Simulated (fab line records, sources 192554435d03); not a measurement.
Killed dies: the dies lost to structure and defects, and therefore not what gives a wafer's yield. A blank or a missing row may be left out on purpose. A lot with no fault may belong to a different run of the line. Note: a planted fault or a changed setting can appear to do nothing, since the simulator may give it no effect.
A single fault, viewed from 2 desks | flow n5 finfet | what lay behind the numbers comes last; until then each desk has only its own

AT THE METROLOGY DESK
Lot by lot, what the gauges showed, no matter which tool ran the lot: averages of those sampled wafers that carry a number. Marked OUT: a lot whose mean sits more than 4 standard deviations from the usual mean, which makes it out of limits; the brackets give that distance. Readings shown: 7 of its 11, picked as those furthest out on some lot.
Columns: A = DIBL_N at N5_BEOL_M4_RC_MEAS_101, usual 36.3 mV/V; B = DIBL_P at N5_BEOL_M4_RC_MEAS_101, usual 36.2 mV/V; C = IOFF_N at N5_BEOL_M4_RC_MEAS_101, usual 0.160 nA/um; D = IOFF_P at N5_BEOL_M4_RC_MEAS_101, usual 0.21 nA/um; E = ION_P at N5_BEOL_M4_RC_MEAS_101, usual 465 uA/um; F = SS_N at N5_BEOL_M4_RC_MEAS_101, usual 71.5 mV/dec; G = VT_P at N5_BEOL_M4_RC_MEAS_101, usual -250 mV
lot  | first seen here | A    | B    | C     | D    | E   | F    | G
L609 | day 4 22:19     | 36.0 | 35.6 | 0.157 | 0.21 | 466 | 70.7 | -249
L610 | day 5 00:40     | 34.0 | 33.8 | 0.131 | 0.17 | 458 | 71.0 | -255
L611 | day 5 07:40     | 38.1 | 36.7 | 0.169 | 0.25 | 468 | 71.8 | -245
L614 | day 6 00:13     | 37.0 | 36.0 | 0.158 | 0.20 | 462 | 71.8 | -251
L617 | day 6 15:50     | 37.8 | 38.7 | 0.185 | 0.28 | 475 | 71.5 | -243
L625 | day 8 18:48     | 34.3 | 35.4 | 0.132 | 0.19 | 465 | 71.3 | -252
L626 | day 8 22:49     | 36.1 | 36.5 | 0.144 | 0.19 | 460 | 71.3 | -251
L628 | day 9 10:16     | 32.8 | 30.9 | 0.112 | 0.15 | 458 | 70.5 | -254
L629 | day 9 18:56     | 34.4 | 34.6 | 0.132 | 0.19 | 462 | 71.0 | -250
L630 | day 10 00:38    | 36.1 | 34.9 | 0.161 | 0.21 | 464 | 71.2 | -249
This desk found nothing out of limits on any of the 10 lots.

DESK OF THE TOOL OWNER: rie metal-02
The tool's own readings at N5_GATE_CUT_CUT_ETCH_53 (etches W in SF6/Cl2, target depth 79.2 nm): means of the sampled wafers that have a number, for each lot that ran on this tool. Marked OUT: a lot whose mean sits more than 4 standard deviations from the usual mean, which makes it out of limits; the brackets give that distance.
Columns: A = SF6_flow_sccm at N5_GATE_CUT_CUT_ETCH_53, usual 40.01 sccm; B = bias w at N5_GATE_CUT_CUT_ETCH_53, usual 79.98 W; C = drypump motor current A at N5_GATE_CUT_CUT_ETCH_53, usual 5.61 A; D = etch rf on time s at N5_GATE_CUT_CUT_ETCH_53, usual 25.99 s; E = oes product au at N5_GATE_CUT_CUT_ETCH_53, usual 0.65 a.u.; F = rf fwd power W at N5_GATE_CUT_CUT_ETCH_53, usual 878 W; G = throttle valve pct at N5_GATE_CUT_CUT_ETCH_53, usual 28.94 %
lot  | first seen here | A     | B     | C    | D                | E    | F              | G
L610 | day 5 01:11     | 39.99 | 80.09 | 5.54 | 25.84            | 0.67 | 876            | 28.81
L614 | day 6 01:10     | 39.95 | 79.91 | 5.56 | 25.74            | 0.68 | 877            | 28.82
L617 | day 6 16:34     | 39.89 | 79.84 | 5.54 | 25.78            | 0.68 | 875            | 28.82
L625 | day 8 20:07     | 40.00 | 80.07 | 5.53 | 24.30 (-5.8) OUT | 0.66 | 952 (+25) OUT  | 28.81
L626 | day 8 23:34     | 40.04 | 80.12 | 5.56 | 23.10 (-10) OUT  | 0.73 | 1024 (+49) OUT | 28.84
Finding of this desk: L625, L626 out of limits; the first was L625 at day 8 20:07, on etch rf on time s at N5_GATE_CUT_CUT_ETCH_53. L610, L614, L617: within limits.

ALL TOGETHER
On L625, L626, at day 8 20:07, an alarm was possible from the tool owner's desk.
From the metrology desk's view, nothing was out of limits.
The metrology desk holds a record of L625, L626, inside its limits.
The lots listed all ran N5_GATE_CUT_CUT_ETCH_53 on rie metal-02.

WHAT WAS PUT IN BY THE SIMULATOR
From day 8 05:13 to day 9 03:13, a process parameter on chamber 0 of rie metal-02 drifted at N5_GATE_CUT_CUT_ETCH_53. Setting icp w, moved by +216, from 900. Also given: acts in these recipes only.
Shown lots that were struck: L625, L626.
Delay in hours, fault start to first out-of-limits reading, by desk: the tool owner's desk at 15.
